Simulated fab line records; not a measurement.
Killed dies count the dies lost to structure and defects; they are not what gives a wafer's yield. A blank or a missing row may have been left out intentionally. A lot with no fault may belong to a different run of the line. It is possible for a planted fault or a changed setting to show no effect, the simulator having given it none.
Which tool is to blame? ; flow n5-finfet ; 29 wafers from 10 lots sampled at 5 of the route's 1938 steps

## WHAT THE GAUGES SHOWED, per wafer
No reading from a measuring or inspecting step in the record can be judged against a usual standard deviation.

## EACH LOT AND THE TOOL THAT RAN IT (in order: tool; ch and the chambers of the sampled wafers; start)
lot;N5_BEOL_M8_STRIP_19;N5_BEOL_M8_ETCH_66;N5_BEOL_M8_STRIP_36;N5_BEOL_M8_ETCH_41;N5_PASSIVATION_PROBE_49
L274;rie-diel-06 ch 1,2,3, day 9 08:22;rie-diel-06 ch 1,2, day 9 10:18;rie-diel-06 ch 1,2, day 9 10:27;rie-diel-06 ch 1,2, day 9 10:31;-
L273;rie-diel-06 ch 1,3, day 9 21:45;rie-diel-06 ch 1,2,3, day 9 23:40;rie-diel-06 ch 1,2,3, day 9 23:49;rie-diel-06 ch 1,2,3, day 9 23:53;-
L278;rie-diel-04 ch 0,3, day 10 21:14;rie-diel-06 ch 0,3, day 11 01:14;rie-diel-06 ch 0,3, day 11 01:23;rie-diel-06 ch 0,3, day 11 01:28;-
L284;rie-diel-04 ch 0,1,3, day 12 09:48;rie-diel-05 ch 0,1,2, day 12 10:30;rie-diel-05 ch 0,1,2, day 12 10:40;rie-diel-05 ch 0,1,2, day 12 10:44;prober-02, day 15 08:38
L288;rie-diel-04 ch 1,2,3, day 12 23:59;rie-diel-05 ch 0,1,2, day 13 00:34;rie-diel-05 ch 0,1,2, day 13 00:44;rie-diel-05 ch 0,1,2, day 13 00:48;-
L289;rie-diel-05 ch 0,2, day 13 05:29;rie-diel-04 ch 0,2,3, day 13 06:27;rie-diel-04 ch 0,2,3, day 13 06:36;rie-diel-04 ch 0,2,3, day 13 06:40;-
L291;rie-diel-04 ch 0,1, day 14 05:04;rie-diel-06 ch 2,3, day 14 06:17;rie-diel-06 ch 2,3, day 14 06:31;rie-diel-06 ch 2,3, day 14 06:37;-
L293;rie-diel-05 ch 0,2, day 14 14:24;rie-diel-06 ch 0,2,3, day 14 16:41;rie-diel-06 ch 0,2,3, day 14 16:51;rie-diel-06 ch 0,2,3, day 14 16:55;-
L294;rie-diel-04 ch 0,2,3, day 14 19:52;rie-diel-05 ch 0,1,2, day 14 20:46;rie-diel-05 ch 0,1,2, day 14 20:55;rie-diel-05 ch 0,1,2, day 14 20:59;-
L295;rie-diel-05 ch 0,1, day 14 19:53;rie-diel-06 ch 0,3, day 14 22:23;rie-diel-06 ch 0,3, day 14 22:31;rie-diel-06 ch 0,3, day 14 22:36;-
- N5_BEOL_M8_STRIP_19: strips in O2.
- N5_BEOL_M8_ETCH_66: etches SOC in N2/H2, target depth 80 nm, overetch 16 nm, time 120 s.
- N5_BEOL_M8_STRIP_36: strips in N2/H2.
- N5_BEOL_M8_ETCH_41: etches SiCN in CH3F/O2, target depth 31.9 nm, time 57.8 s.
- N5_PASSIVATION_PROBE_49

## WHAT THE TOOLS THEMSELVES READ (means of the sampled wafers that have a number; where no wafer has one, the mark that the record gives instead)
N5_BEOL_M8_STRIP_19. Usual: drypump-motor-current-A 5.6 A, standard deviation 0.59; oes-product-au 0.81 a.u., standard deviation 0.088; rf-vpp-V 3.7 V, standard deviation 0.53; showerhead-plenum-p-Torr 2.12 Torr, standard deviation 0.077; throttle-valve-pct 16.68 %, standard deviation 0.15.
lot;tool;drypump-motor-current-A (A);oes-product-au (a.u.);rf-vpp-V (V);showerhead-plenum-p-Torr (Torr);throttle-valve-pct (%);flag
L274;rie-diel-06;5.2;0.76;3.7;2.13;16.65;
L273;rie-diel-06;5.5;0.77;3.3;2.09;16.71;
L278;rie-diel-04;6.4;0.74;3.8;2.05;16.83;
L284;rie-diel-04;6.3;0.80;3.4;2.10;16.86;
L288;rie-diel-04;5.9;0.85;3.7;2.06;16.80;
L289;rie-diel-05;5.1;0.84;3.6;2.16;16.51;
L291;rie-diel-04;6.2;0.83;3.4;2.15;16.87;
L293;rie-diel-05;5.1;0.83;4.3;2.15;16.52;
L294;rie-diel-04;6.2;0.76;3.8;2.05;16.74;
L295;rie-diel-05;5.0;0.85;3.0;2.22;16.70;

N5_BEOL_M8_ETCH_66. Usual: drypump-motor-current-A 5.4 A, standard deviation 0.51; oes-product-au 0.63 a.u., standard deviation 0.062; rf-vpp-V 525.4 V, standard deviation 2.5; showerhead-plenum-p-Torr 2.60 Torr, standard deviation 0.085; throttle-valve-pct 17.79 %, standard deviation 0.19.
lot;tool;drypump-motor-current-A (A);oes-product-au (a.u.);rf-vpp-V (V);showerhead-plenum-p-Torr (Torr);throttle-valve-pct (%);flag
L274;rie-diel-06;4.9;0.56;523.5;2.56;17.82;
L273;rie-diel-06;5.3;0.58;524.9;2.58;17.80;
L278;rie-diel-06;6.0;0.64;523.5;2.54;17.82;
L284;rie-diel-05;5.1;0.66;527.0;2.66;17.73;
L288;rie-diel-05;5.1;0.66;527.3;2.65;17.74;
L289;rie-diel-04;6.2;0.60;522.9;2.51;17.94;
L291;rie-diel-06;5.6;0.57;524.9;2.59;17.82;
L293;rie-diel-06;5.8;0.61;524.0;2.57;17.84;
L294;rie-diel-05;5.1;0.64;526.6;2.65;17.78;
L295;rie-diel-06;6.1;0.63;523.9;2.52;17.88;

N5_BEOL_M8_STRIP_36. Usual: drypump-motor-current-A 5.4 A, standard deviation 0.51; oes-product-au 0.83 a.u., standard deviation 0.083; rf-vpp-V 59.2 V, standard deviation 1.4; showerhead-plenum-p-Torr 2.60 Torr, standard deviation 0.085; throttle-valve-pct 23.65 %, standard deviation 0.22.
lot;tool;drypump-motor-current-A (A);oes-product-au (a.u.);rf-vpp-V (V);showerhead-plenum-p-Torr (Torr);throttle-valve-pct (%);flag
L274;rie-diel-06;4.9;0.72;58.4;2.56;23.59;
L273;rie-diel-06;5.3;0.76;59.8;2.58;23.58;
L278;rie-diel-06;6.0;0.85;59.0;2.54;23.60;
L284;rie-diel-05;5.1;0.87;58.2;2.65;23.63;
L288;rie-diel-05;5.1;0.87;58.9;2.65;23.65;
L289;rie-diel-04;6.2;0.78;58.7;2.50;23.79;
L291;rie-diel-06;5.6;0.75;59.9;2.58;23.64;
L293;rie-diel-06;5.7;0.80;58.4;2.56;23.68;
L294;rie-diel-05;5.1;0.84;59.2;2.64;23.69;
L295;rie-diel-06;6.0;0.83;59.2;2.52;23.69;

N5_BEOL_M8_ETCH_41. Usual: O2_flow_sccm 20.00 sccm, standard deviation 0.063; drypump-motor-current-A 5.4 A, standard deviation 0.51; oes-product-au 0.83 a.u., standard deviation 0.09; rf-vpp-V 298.1 V, standard deviation 1.6; showerhead-plenum-p-Torr 2.04 Torr, standard deviation 0.073; throttle-valve-pct 16.26 %, standard deviation 0.22.
lot;tool;O2_flow_sccm (sccm);drypump-motor-current-A (A);oes-product-au (a.u.);rf-vpp-V (V);showerhead-plenum-p-Torr (Torr);throttle-valve-pct (%);flag
L274;rie-diel-06;20.08;4.9;0.72;297.1;2.02;16.37;
L273;rie-diel-06;19.95;5.3;0.75;297.8;2.03;16.30;
L278;rie-diel-06;20.03;6.0;0.98;297.8;1.98;16.27;
L284;rie-diel-05;19.97;5.1;0.89;299.2;2.08;16.17;
L288;rie-diel-05;20.05;5.1;0.88;298.7;2.08;16.17;
L289;rie-diel-04;20.03;6.2;0.77;296.5;1.97;16.42;
L291;rie-diel-06;20.03;5.6;0.74;298.0;2.03;16.32;
L293;rie-diel-06;20.03;5.7;0.79;298.2;2.01;16.30;
L294;rie-diel-05;20.01;5.1;0.85;299.5;2.07;16.21;
L295;rie-diel-06;19.98;6.1;0.81;297.3;1.96;16.31;

N5_PASSIVATION_PROBE_49. Usual: defect-limited-yield 91.4 %, standard deviation 1.5; killed_at_M0_to_M3 36, standard deviation 11; killed_at_M4_up 14, standard deviation 6; killed-at-contacts 11, standard deviation 6; killed-at-front-end 37, standard deviation 11; killed-at-other 4, standard deviation 3.4; killed-dies 102, standard deviation 18; killed-open 66, standard deviation 13; killed-short 34, standard deviation 7.8; sort_bin_5_function 5.0 %, standard deviation 0.97; sort_bin_6_memory 3.2 %, standard deviation 0.7; sort_bin_8_speed 0.0 %, standard deviation 0.38; sort-n-pass 1078, standard deviation 19; sort-yield-pct 91.3 %, standard deviation 1.6.
lot;tool;defect-limited-yield (%);killed_at_M0_to_M3;killed_at_M4_up;killed-at-contacts;killed-at-front-end;killed-at-other;killed-dies;killed-open;killed-short;sort_bin_5_function (%);sort_bin_6_memory (%);sort_bin_8_speed (%);sort-n-pass;sort-yield-pct (%);flag
L284;prober-02;91.4;36;17;6;39;4;102;58;43;4.9;3.4;0.0;1078;91.4;

## THE ANSWER, worked out from the rows above alone
Rule: a lot is off if the mean of its wafers that have a number lies more than 3 standard deviations from the usual mean. A lot without any number at a reading at which 4 lots or more have one is off too. Where the step has rows for the other lots, those lots are counted as sound. First the gauges in route order, then the tools' own readings, where a lot's mean is used as printed above. At the first step where some lot is off, the reading lying furthest off is the one used; lots without a number count as furthest.
Across all readings shown, no lot is off: no conclusion can be drawn from this.

## WHAT THE SIMULATOR PUT IN
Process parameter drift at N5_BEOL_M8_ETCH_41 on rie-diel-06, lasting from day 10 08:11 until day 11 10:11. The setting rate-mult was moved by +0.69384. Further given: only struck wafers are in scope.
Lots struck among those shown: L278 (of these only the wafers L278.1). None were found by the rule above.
